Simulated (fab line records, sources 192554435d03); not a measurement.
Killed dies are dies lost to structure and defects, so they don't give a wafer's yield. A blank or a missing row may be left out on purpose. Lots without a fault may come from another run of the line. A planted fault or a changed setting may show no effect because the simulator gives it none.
Problem report in the 8D (eight disciplines) form, filled by code | flow n5_finfet | the parts of the form that need people (team, actions taken, sign-off) are left out

1. THE PROBLEM
oes_product_au at N5_SD_EPI_P_ETCHBACK_46 reads a mean of 0.28 a.u. on 4 wafers of 3 lots; wafers without a fault read 0.67 a.u. with a standard deviation of 0.077. That is -5.0 standard deviations from the usual mean.
The step: etches SiNx in CH3F/O2, stops on SiO2, target depth 17.5 nm.
First seen on wafer L917.1, day 5 04:56, on rie_diel-06. The record holds 24 wafers of 8 lots with a number at this step. Rule for "out", or "out of limits": more than 4 standard deviations from the usual mean. The other wafers with a number count as sound.

2. WHAT IT IS AND WHAT IT IS NOT
question                    | is                             | is not
which readings at this step | oes_product_au                 | drypump_motor_current_A, rf_vpp_V, showerhead_plenum_p_Torr, throttle_valve_pct
which lots                  | L917, L919, L920               | L913, L925, L927, L932, L934
which wafers of those lots  | L917.1, L919.6, L920.1, L920.6 | L917.2, L917.4, L919.4, L919.5, L920.2
read on which tools         | rie_diel-06                    | rie_diel-01, rie_diel-03
when                        | from day 5 04:56               | up to then (5 sound wafers); but 15 sound wafers of L919, L920, L925, L927, L932, L934 came after

3. SUSPECTS, AND WHAT RULES EACH OUT
Counting: a tool at a process step up to the reading stays a suspect if it ran every lot that is out. Sound lots after the first of them don't rule it out here, since some wafers of a struck lot are sound.
- rie_diel-02 at N5_SD_EPI_N_ETCH_16 (etches SiO2 in CHF3/O2, target depth 5 nm): kept. It ran every lot that is out, first L917 (day 5 00:41); its last sound lot up to then is L913 (day 3 12:25).
- plasma_asher-02 at N5_SD_EPI_N_STRIP_38 (strips in N2/H2): kept. It ran every lot that is out, first L917 (day 5 00:52); its last sound lot up to then is L913 (day 3 12:35).
- rie_diel-06 at N5_SD_EPI_P_ETCH_37 (etches SOC in N2/H2, overetch 108 nm, time 486 s): kept. It ran every lot that is out, first L917 (day 5 04:37); its last sound lot up to then is L913 (day 3 16:48).
- rie_diel-06 at N5_SD_EPI_P_ETCHBACK_46 (etches SiNx in CH3F/O2, stops on SiO2, target depth 17.5 nm): kept. It ran every lot that is out, first L917 (day 5 04:56); its last sound lot up to then is L913 (day 3 17:08). Its own readings are out on those wafers: oes_product_au.
Left after counting: rie_diel-02 at N5_SD_EPI_N_ETCH_16, plasma_asher-02 at N5_SD_EPI_N_STRIP_38, rie_diel-06 at N5_SD_EPI_P_ETCH_37, rie_diel-06 at N5_SD_EPI_P_ETCHBACK_46.

4. THE CAUSE (what the simulator had put in)
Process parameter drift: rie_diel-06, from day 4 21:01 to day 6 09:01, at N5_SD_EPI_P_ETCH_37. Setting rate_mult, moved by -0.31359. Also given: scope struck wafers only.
Counting left 4 suspects, and this tool is among them.

5. THE CHAIN OF EFFECTS, in route order
Each row: a reading whose mean over the struck wafers that have a number lies more than 3 standard deviations from the usual. Only readings for which the record gives a usual standard deviation are gone through. hours: the time from each lot's start at the first step in this table that gives one to its start at this step, as a median over the lots. sigmas: the change in usual standard deviations.
hours | step                    | reading              | usual     | on struck wafers | change | sigmas
0     | N5_SD_EPI_P_ETCHBACK_46 | oes_product_au       | 0.67 a.u. | 0.28             | -0.39  | -5.0
215   | N5_PASSIVATION_PROBE_49 | defect_limited_yield | 91.0 %    | 0.0              | -91.0  | -61
215   | N5_PASSIVATION_PROBE_49 | killed_at_front_end  | 42        | 1108             | +1066  | +89
215   | N5_PASSIVATION_PROBE_49 | killed_dies          | 106       | 1180             | +1074  | +63
215   | N5_PASSIVATION_PROBE_49 | killed_on_rim        | 14        | 152              | +138   | +32
215   | N5_PASSIVATION_PROBE_49 | sort_bin_5_function  | 5.2 %     | 95.8             | +90.5  | +96
215   | N5_PASSIVATION_PROBE_49 | sort_n_pass          | 1074      | 0                | -1074  | -63
215   | N5_PASSIVATION_PROBE_49 | sort_yield_pct       | 91.0 %    | 0.0              | -91.0  | -61
The process steps in it:
- N5_SD_EPI_P_ETCHBACK_46: etches SiNx in CH3F/O2, stops on SiO2, target depth 17.5 nm.
- N5_PASSIVATION_PROBE_49

6. WHAT WOULD HAVE CAUGHT IT SOONER
In this record the first reading out of limits was taken at day 5 04:56, 8 hours after the fault began at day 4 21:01.
Of the tool readings at N5_SD_EPI_P_ETCH_37 for which the record gives a usual standard deviation, none was out on any struck wafer, so an alarm limit of 4 standard deviations on them would not have fired.
Of the lots that are out (3), L919, L920 began N5_SD_EPI_P_ETCH_37 on rie_diel-06 after day 5 04:56. A hold on the tool at that time would have spared those 2.
